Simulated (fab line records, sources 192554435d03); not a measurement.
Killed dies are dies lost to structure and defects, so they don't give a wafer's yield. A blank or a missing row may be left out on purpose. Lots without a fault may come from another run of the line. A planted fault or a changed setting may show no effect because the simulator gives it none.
Chamber matching | flow n5_finfet | N5_BEOL_M8_DESCUM_16 on rie_diel-01: 4 sister chambers
The step chemistry O2, time 7.9 s. 8 wafers are shown with their chamber, then 10 later ones without.

WAFERS WITH THEIR CHAMBER
wafer  | chamber | showerhead_plenum_p_Torr (Torr) | throttle_valve_pct (%)
L079.4 | 0       | 2.07                            | 20.55
L085.1 | 2       | 1.99                            | 20.52
L085.3 | 3       | 2.01                            | 20.01
L085.6 | 0       | 2.07                            | 20.56
L090.4 | 3       | 2.01                            | 20.02
L090.6 | 1       | 2.20                            | 20.54
L087.1 | 2       | 1.98                            | 20.54
L087.4 | 1       | 2.20                            | 20.54

WAFERS WITHOUT THEIR CHAMBER
wafer  | showerhead_plenum_p_Torr (Torr) | throttle_valve_pct (%)
L087.5 | 1.98                            | 20.52
L094.2 | 2.19                            | 20.56
L094.4 | 1.98                            | 20.54
L094.6 | 2.19                            | 20.56
L097.4 | 1.98                            | 20.57
L097.5 | 2.06                            | 20.60
L097.6 | 2.19                            | 20.56
L096.2 | 1.98                            | 20.56
L096.4 | 2.19                            | 20.57
L096.6 | 1.98                            | 20.55

WHICH CHAMBER EACH WENT THROUGH
wafer  | from the rows above | in truth
L087.5 | 2                   | 2
L094.2 | 1                   | 1
L094.4 | 2                   | 2
L094.6 | 1                   | 1
L097.4 | 2                   | 2
L097.5 | 0                   | 0
L097.6 | 1                   | 1
L096.2 | 2                   | 2
L096.4 | 1                   | 1
L096.6 | 2                   | 2
Placed correctly: 10 of 10. Can't be placed from these rows: 0. Placed wrongly: 0.
How it was worked out, from the rows above alone: a wafer's distance from a chamber is the root of the sum, over the readings, of the square of ((its reading less the chamber's mean) divided by the reading's scatter). The wafer belongs to the nearest chamber; if the next one is less than 2 further off, it can't be placed. A chamber's mean is the mean of its shown wafers. The scatter: the root of (the sum of the squares of (reading less its chamber's mean) over the shown wafers, divided by (wafers less chambers)).
